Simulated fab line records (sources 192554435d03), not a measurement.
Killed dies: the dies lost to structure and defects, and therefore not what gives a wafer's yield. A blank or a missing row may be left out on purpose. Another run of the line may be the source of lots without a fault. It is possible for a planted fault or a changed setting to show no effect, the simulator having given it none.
fab line records    flow n5Finfet
record: lots: 10  wafers: 30  lastDay: 19
route steps=1938 shown HKMG_FIN@455 GATE_CUT@469 PASSIVATION@1936
lots that met no fault: taken from a fault-free run of the same line
startH: hours from the record's first day to the start of the lot's first wafer shown    waitH: how many hours have passed since the lot's step before this one    " as in the row above    L1.1+2: a single row standing in for several wafers    - no value, or no start given    * or withheld: withheld    < > ~ a bound
route shown NAME@n: names a module that has steps shown in the file, with the first one's number in the route    usual: the fault-free wafers' mean and standard deviation    same: alike in all rows    chamber/n: place in a boat    sites: the reading at each site    _std_site: standard deviation of those values    _edge_site: outer sites' mean less inner sites'    radiusMm: for every site, how far away it sits from the centre of the wafer    mask NAME#n: copy n    behind: tool/chamber where the wafer was last shaped    hold: reason for holding the lot/hours on hold/outcome of the hold    device: whichever transistor did not switch (one of n, p or np)    end of line: tests of these same wafers at the route's end    a step with no rows: only its recipe    killed: the dies lost at the first sort to structure and to defects; this is not the yield of the wafer    map: a wafer's dies, x killed, . not, _ none there
set.NAME: setting as actually run; set.NAME@STEP: the setting as run at that earlier step    model.NAME: the simulator's own value behind a step, which no gauge read
one table for each step of the route and one row for each wafer, over a sample of lots
services: from which hour (startH, from the record's first day; less than 0 if before it) a tool's chamber was out of use, for how many hours, and why
== steps ==
step: N5_HKMG_FIN_STRIP_69
recipe: chemistry: N2/H2  powerW: 2500  tempC: 300  h2Frac: 0.65  timeS: 360  pressureMtorr: withheld  n2FlowSccm: 1750  h2FlowSccm: 3250
usual: drypumpMotorCurrentA: 6.08/0.12  h2FlowSccm: 3249/11  heaterPowerW: 443/44  n2FlowSccm: 1750/5.4  tempC: 299.99/0.2
lot.wafer  tool            chamber  startH  waitH  drypumpMotorCurrentA  h2FlowSccm  heaterPowerW  n2FlowSccm  rfHoursCounterH  tempC
L238.1     plasmaAsher-02  0        77.51   0.1    5.97                  3264        399           1753        87               300.06
L238.3     "               1        "       "      6.14                  3271        469           1751        -                299.72
L238.5     "               1        "       "      6.15                  3265        458           1749        -                299.69
L241.2     plasmaAsher-02  1        95.86   0.2    6.12                  3250        472           1743        91               300.40
L241.4     "               1        "       "      6.14                  3252        493           1738        -                300.42
L241.6     "               1        "       "      6.13                  3249        471           1734        -                300.44
L242.1     plasmaAsher-01  1        103.53  0.1    5.91                  3253        500           1752        44               299.91
L242.4     "               1        "       "      5.91                  3260        505           1746        -                300.08
L242.6     "               0        "       "      6.24                  3233        405           1749        -                300.14
L243.1     plasmaAsher-02  1        110.49  0.1    6.13                  3260        488           1752        94               299.88
L243.2     "               0        "       "      6.00                  3253        393           1751        94               299.94
L243.4     "               1        "       "      6.12                  3264        479           1749        -                299.95
L246.1     plasmaAsher-01  0        128.23  0.1    6.25                  3257        399           1740        48               299.98
L246.4     "               1        "       "      5.91                  3256        502           1747        -                299.93
L246.6     "               0        "       "      6.26                  3255        406           1747        -                299.61
L247.1     plasmaAsher-02  1        134.59  0.1    6.13                  3255        468           1742        100              299.80
L247.2     "               0        "       "      5.98                  3256        410           1751        100              299.86
L247.5     "               0        "       "      5.99                  3233        400           1748        -                300.17
L249.2     plasmaAsher-02  0        146.93  0.1    5.99                  3221        408           1747        105              300.02
L249.4     "               1        "       "      6.12                  3255        475           1754        -                299.87
L249.6     "               0        "       "      5.96                  3223        400           1748        -                299.84
L251.3     plasmaAsher-01  1        157.48  0.7    5.91                  3249        507           1745        -                299.71
L251.4     "               0        "       "      6.24                  3258        389           1745        -                299.90
L251.5     "               0        "       "      6.26                  3255        402           1751        -                300.19
L259.1     plasmaAsher-01  1        202.47  0.1    5.90                  3258        485           1751        64               300.14
L259.3     "               0        "       "      6.26                  3268        391           1748        -                300.08
L259.4     "               1        "       "      5.94                  3251        482           1750        -                300.24
L261.1     plasmaAsher-02  1        216.56  0.1    6.14                  3247        479           1745        115              299.94
L261.3     "               0        "       "      6.01                  3251        406           1746        -                299.91
L261.6     "               0        "       "      5.97                  3250        404           1743        -                300.18
step: N5_HKMG_FIN_ALD_72
recipe: material: W  targetThkA: 20  tempC: 300  pressureTorr: 7.5  aldPrecursorFamily: WF6  aldCoReactant: B2H6  pulseTimeS: 1  purgeTimeS: 2  coReactantPurgeTimeS: 2  coReactantPulseTimeS: 3  aldCycles: 7
usual: heaterPowerW: 480/23  precursorPulseHeightRel: 1.001/0.019  susceptorTempC: 300.01/0.18
lot.wafer  tool     chamber  startH  waitH  heaterPowerW  precursorPulseHeightRel  susceptorTempC
L238.1     cvdW-02  0        78.26   0.2    477           0.990                    299.93
L238.3     "        1        "       "      495           0.963                    300.10
L238.5     "        1        "       "      509           0.983                    300.10
L241.2     cvdW-02  1        96.61   0.2    513           0.998                    299.92
L241.4     "        0        "       "      476           0.999                    299.78
L241.6     "        1        "       "      512           1.005                    299.89
L242.1     cvdW-02  0        104.27  0.2    469           0.970                    300.02
L242.4     "        0        "       "      474           1.011                    300.04
L242.6     "        0        "       "      489           0.961                    299.60
L243.1     cvdW-02  0        111.23  0.2    465           0.989                    300.37
L243.2     "        1        "       "      508           1.018                    299.77
L243.4     "        0        "       "      486           1.023                    300.01
L246.1     cvdW-02  0        128.98  0.2    470           1.025                    300.01
L246.4     "        0        "       "      470           0.991                    299.83
L246.6     "        1        "       "      519           1.027                    300.07
L247.1     cvdW-02  0        135.33  0.2    472           0.990                    299.85
L247.2     "        1        "       "      504           0.986                    300.08
L247.5     "        0        "       "      485           1.001                    299.80
L249.2     cvdW-01  0        147.68  0.2    466           1.027                    299.98
L249.4     "        0        "       "      451           0.975                    299.94
L249.6     "        1        "       "      461           0.985                    299.76
L251.3     cvdW-01  1        158.13  0.2    463           1.006                    300.15
L251.4     "        0        "       "      452           1.036                    299.79
L251.5     "        0        "       "      454           0.967                    299.60
L259.1     cvdW-01  1        203.22  0.2    454           0.977                    299.87
L259.3     "        0        "       "      461           1.033                    299.87
L259.4     "        1        "       "      449           1.017                    299.97
L261.1     cvdW-01  1        217.31  0.2    455           1.024                    300.24
L261.3     "        0        "       "      454           0.985                    300.10
L261.6     "        1        "       "      464           0.972                    300.01
step: N5_GATE_CUT_ETCH_58
recipe: chemistry: CH3F/O2  target: SiNx  targetDepthA: 170  timeS: 128.6  ionEnergyEv: 50  pressureMtorr: 30  sourceW: 415  biasW: 21  Ar_flow_sccm: 150  CH3F_flow_sccm: 30  O2_flow_sccm: 20
usual: biasW: 21.00/0.063  drypumpMotorCurrentA: 5.8/0.58  oesProductAu: 0.80/0.079  rfFwdPowerW: 413.6/1.4  rfVppV: 99.0/0.87  showerheadPlenumPTorr: 1.99/0.057  throttleValvePct: 16.31/0.19
lot.wafer  tool        chamber  startH  waitH  biasW  drypumpMotorCurrentA  oesProductAu  rfFwdPowerW  rfHoursCounterH  rfVppV  showerheadPlenumPTorr  throttleValvePct
L238.1     rieDiel-04  2        79.74   0.1    20.97  5.2                   0.73          414.0        167              97.8    1.91                   16.32
L238.3     "           1        "       "      21.02  5.1                   0.95          413.5        10               99.2    2.03                   16.22
L238.5     "           0        "       "      21.03  6.0                   1.03          413.6        -                100.5   1.98                   16.12
L241.2     rieDiel-02  3        98.03   0.2    21.02  6.8                   0.85          415.1        72               100.9   1.95                   16.61
L241.4     "           2        "       "      21.03  6.5                   0.83          416.7        52               97.9    1.96                   16.15
L241.6     "           3        "       "      20.98  6.8                   0.84          414.1        -                98.6    1.95                   16.61
L242.1     rieDiel-02  0        105.48  0.0    20.92  5.4                   0.92          415.7        29               97.4    2.02                   15.97
L242.4     "           3        "       "      20.88  6.8                   0.83          415.1        74               98.1    1.95                   16.59
L242.6     "           2        "       "      20.96  6.5                   0.83          415.9        -                98.8    1.96                   16.15
L243.1     rieDiel-02  2        112.45  0.0    21.11  6.5                   0.82          414.2        56               100.3   1.96                   16.14
L243.2     "           1        "       "      20.96  6.4                   0.78          410.9        140              99.8    2.08                   15.98
L243.4     "           3        "       "      21.01  6.8                   0.83          412.3        76               98.8    1.95                   16.59
L246.1     rieDiel-06  2        130.18  0.0    21.01  5.7                   0.77          412.7        122              99.0    1.91                   16.36
L246.4     "           3        "       "      21.12  4.9                   0.75          412.6        -                99.1    2.01                   16.42
L246.6     "           1        "       "      21.03  6.0                   0.71          414.0        -                100.2   2.06                   16.57
L247.1     rieDiel-04  0        136.59  0.1    21.12  6.0                   0.95          413.2        17               98.0    1.97                   16.16
L247.2     "           2        "       "      20.92  5.2                   0.71          414.6        182              97.8    1.90                   16.37
L247.5     "           2        "       "      20.98  5.2                   0.71          415.1        -                98.5    1.90                   16.36
L249.2     rieDiel-04  2        148.97  0.1    20.98  5.2                   0.71          415.1        187              98.6    1.90                   16.36
L249.4     "           1        "       "      23.56  5.1                   0.93          414.0        29               107.1   2.02                   16.25
L249.6     "           3        "       "      20.97  5.6                   0.79          416.3        -                99.6    1.93                   16.39
L251.3     rieDiel-04  2        159.31  0.0    21.12  5.2                   0.69          414.3        189              97.6    1.90                   16.37
L251.4     "           0        "       "      20.98  6.0                   0.93          410.7        23               98.1    1.97                   16.17
L251.5     "           1        "       "      23.49  5.1                   0.92          415.1        -                107.3   2.02                   16.26
L259.1     rieDiel-06  3        204.44  0.1    20.99  4.9                   0.73          411.7        161              99.5    2.00                   16.47
L259.3     "           2        "       "      21.01  5.7                   0.77          413.4        144              98.9    1.91                   16.41
L259.4     "           3        "       "      20.98  4.9                   0.73          412.3        -                100.0   2.00                   16.46
L261.1     rieDiel-06  2        218.57  0.1    20.93  5.7                   0.76          415.5        149              98.6    1.91                   16.41
L261.3     "           0        "       "      21.02  6.5                   0.90          411.0        25               99.4    2.04                   16.11
L261.6     "           3        "       "      21.00  4.9                   0.73          414.6        -                100.0   2.00                   16.47
step: N5_GATE_CUT_PECVD_57
recipe: material: SiNx  targetThkA: 210  tempC: 400  precursor: SiH4/NH3/N2  pressureTorr: 1.5  rfW: 300
usual: heaterPowerW: 730/71  rfFwdPowerW: 297.2/1.2  showerheadPlenumPTorr: 5.15/0.064  susceptorTempC: 400.01/0.24  throttleValvePct: 40.3/2.8
lot.wafer  tool      chamber  startH  waitH  heaterPowerW  rfFwdPowerW  showerheadPlenumPTorr  susceptorTempC  throttleValvePct
L238.1     pecvd-04  2        82.25   1.1    781           297.8        5.00                   400.22          37.3
L238.3     "         1        "       "      704           295.6        5.16                   400.14          41.7
L238.5     "         0        "       "      780           297.0        5.14                   400.16          40.2
L241.2     pecvd-01  2        100.54  1.1    643           297.4        5.21                   400.29          42.6
L241.4     "         0        "       "      729           294.9        5.22                   400.02          38.7
L241.6     "         2        "       "      644           296.3        5.23                   399.99          42.4
L242.1     pecvd-03  0        108.32  1.1    878           297.2        5.17                   399.96          45.3
L242.4     "         2        "       "      647           297.0        5.20                   399.77          37.1
L242.6     "         0        "       "      906           299.2        5.17                   399.99          45.2
L243.1     pecvd-04  0        114.96  1.1    788           296.6        5.15                   400.12          40.2
L243.2     "         1        "       "      621           297.3        5.16                   399.87          41.9
L243.4     "         1        "       "      619           297.7        5.17                   400.00          41.4
L246.1     pecvd-04  2        132.69  1.1    703           298.9        4.99                   400.06          37.8
L246.4     "         1        "       "      663           298.6        5.16                   399.43          41.4
L246.6     "         0        "       "      778           297.2        5.16                   400.08          40.1
L247.1     pecvd-03  1        139.10  1.1    631           295.7        5.13                   400.09          44.0
L247.2     "         0        "       "      774           299.8        5.17                   400.47          45.2
L247.5     "         2        "       "      670           298.5        5.19                   400.00          37.2
L249.2     pecvd-04  0        151.48  1.1    851           295.7        5.15                   399.81          40.1
L249.4     "         0        "       "      857           296.1        5.15                   400.29          40.2
L249.6     "         2        "       "      803           299.4        4.99                   400.03          37.7
L251.3     pecvd-01  2        161.85  1.1    684           297.1        5.23                   400.30          42.4
L251.4     "         1        "       "      734           295.5        5.12                   400.40          37.2
L251.5     "         2        "       "      707           298.4        5.22                   400.18          42.5
L259.1     pecvd-01  1        207.55  1.1    721           295.9        5.11                   399.58          37.1
L259.3     "         0        "       "      707           295.9        5.20                   400.48          38.7
L259.4     "         1        "       "      737           296.7        5.10                   399.92          37.0
L261.1     pecvd-01  1        222.52  1.1    622           296.4        5.10                   399.73          37.1
L261.3     "         0        "       "      672           296.4        5.20                   399.67          38.8
L261.6     "         1        "       "      612           295.2        5.11                   400.23          37.2
step: N5_PASSIVATION_PROBE_49
usual: killed_at_M0_to_M3: 33/11  killed_at_M4_up: 14/5  killedAtContacts: 11/7.3  killedAtFrontEnd: 43/12  killedAtOther: 4/3.1  killedDies: 106/17  killedOpen: 69/13  killedShort: 34/8.7
same: grossDies: 1180  killedAtBackSide: 0
lot.wafer  tool       chamber  startH  waitH  killed_at_M0_to_M3  killed_at_M4_up  killedAtContacts  killedAtFrontEnd  killedAtOther  killedDies  killedOpen  killedShort
L243.1     prober-02  -        348.55  0.0    31                  10               3                 42                0              86          49          36
L243.2     prober-02  -        348.60  0.1    44                  14               6                 37                1              102         52          44
L243.4     prober-02  -        348.70  0.2    35                  10               9                 32                2              88          58          23
L251.3     prober-02  -        384.38  0.1    27                  5                17                43                6              98          59          39
L251.4     prober-02  -        384.43  0.2    21                  10               15                41                7              94          58          35
L251.5     prober-02  -        384.48  0.2    44                  10               13                42                6              115         82          33
killed by level:class
L243.1 STI_FIN_REVEAL:geometricParticle:open=16 BEOL_M3:geometricParticle:open=7 GATE_CUT:geometricParticle:short=6 BEOL_M0_SAQP:geometricParticle:short=6 DUMMY_GATE:geometricParticle:open=4 BEOL_M0_SAQP:geometricParticle:open=4 FIN_SAQP:geometricParticle:short=3 STI_FIN_REVEAL:geometricParticle:short=3
L243.2 GATE_CUT:geometricParticle:short=10 BEOL_M3:geometricParticle:open=9 BEOL_M0_SAQP:geometricParticle:open=9 BEOL_M0_SAQP:geometricParticle:short=8 BEOL_M1:geometricParticle:open=7 BEOL_M2:geometricParticle:open=5 BEOL_M3:geometricParticle:short=5 FIN_SAQP:geometricParticle:open=4
L243.4 BEOL_M2:geometricParticle:open=11 BEOL_M3:geometricParticle:open=9 MOL_CONTACT_COAG:geometricParticle:open=6 BEOL_M2:geometricParticle:short=6 FIN_SAQP:geometricParticle:open=5 DUMMY_GATE:geometricParticle:open=5 BEOL_M0_SAQP:geometricParticle:short=5 HKMG_FIN:areaEtch=5
L251.3 BEOL_M0_SAQP:geometricParticle:short=14 MOL_CONTACT_COAG:geometricParticle:open=14 STI_FIN_REVEAL:geometricParticle:open=11 FIN_SAQP:geometricParticle:open=10 FIN_SAQP:geometricParticle:short=5 STI_FIN_REVEAL:geometricParticle:short=4 DUMMY_GATE:geometricParticle:open=4 BEOL_M0_SAQP:geometricParticle:open=4
L251.4 MOL_CONTACT_COAG:geometricParticle:open=13 FIN_SAQP:geometricParticle:open=10 STI_FIN_REVEAL:geometricParticle:open=10 FIN_SAQP:geometricParticle:short=6 BEOL_M1:geometricParticle:open=6 BEOL_M0_SAQP:geometricParticle:short=5 STI_FIN_REVEAL:geometricParticle:short=4 GATE_CUT:geometricParticle:short=4
L251.5 STI_FIN_REVEAL:geometricParticle:open=15 BEOL_M0_SAQP:geometricParticle:open=13 BEOL_M0_SAQP:geometricParticle:short=12 MOL_CONTACT_COAG:geometricParticle:open=11 FIN_SAQP:geometricParticle:open=10 BEOL_M1:geometricParticle:open=7 BEOL_M1:geometricParticle:short=5 BEOL_M2:geometricParticle:open=5
== services ==
tool            chamber  startH  hours  kind
plasmaAsher-01  -        53.54   17.2   repair
pecvd-03        2        60.79   13.5   repair
rieDiel-04      3        65.13   6.8    repair
plasmaAsher-01  -        85.42   2.8    pm
cvdW-02         1        92.56   2.7    repair
plasmaAsher-01  -        95.43   3.5    repair
cvdW-01         -        101.48  2.8    pm
rieDiel-02      3        119.82  11.3   repair
pecvd-03        -        120.84  0.8    pm
plasmaAsher-01  -        128.60  21.9   repair
rieDiel-02      -        136.73  2.7    repair
pecvd-03        2        142.11  7.6    repair
plasmaAsher-02  -        150.53  14.6   pm
rieDiel-04      -        153.50  0.6    repair
pecvd-03        -        154.55  6.0    pm
pecvd-01        0        157.27  29.6   repair
rieDiel-06      1        160.12  7.3    repair
plasmaAsher-02  -        169.99  1.7    repair
pecvd-04        1        177.63  6.5    repair
pecvd-01        -        180.22  1.5    repair
rieDiel-02      2        188.45  8.4    repair
rieDiel-06      1        198.28  9.6    repair
cvdW-02         -        214.17  6.0    pm
rieDiel-04      -        216.50  0.6    repair
== key ==
firstSign: step: N5_GATE_CUT_ETCH_58  reading: biasW  direction: up  sigmas: 40  usual: *  struck: *
effect: step: N5_GATE_CUT_ETCH_58  reading: rfVppV  direction: up  sigmas: 9.5  usual: 99.0  struck: 107.2
metAt N5_GATE_CUT_ETCH_58
struckLots L249,L251
struckWafers L249.4,L251.5
testerLeftOut L249,L251
notActingAt N5_HKMG_FIN_STRIP_69,N5_HKMG_FIN_ALD_72,N5_GATE_CUT_PECVD_57
onsetBetween 79.74 148.97
fault: kind: processParameterDrift  tool: rieDiel-04  chamber: 1  onsetH: 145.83  steps: N5_GATE_CUT_ETCH_58  channel: biasW  offset: *  shape: step  endH: 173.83  actsIn: *  stated: *
testerLeftOut: of these lots the tester's yield and bins aren't shown, on N5 and GAA mostly nor the transistor test; their killed dies are dies lost to structure and defects alone, not to doping, threshold or leakage, so they don't give the yield
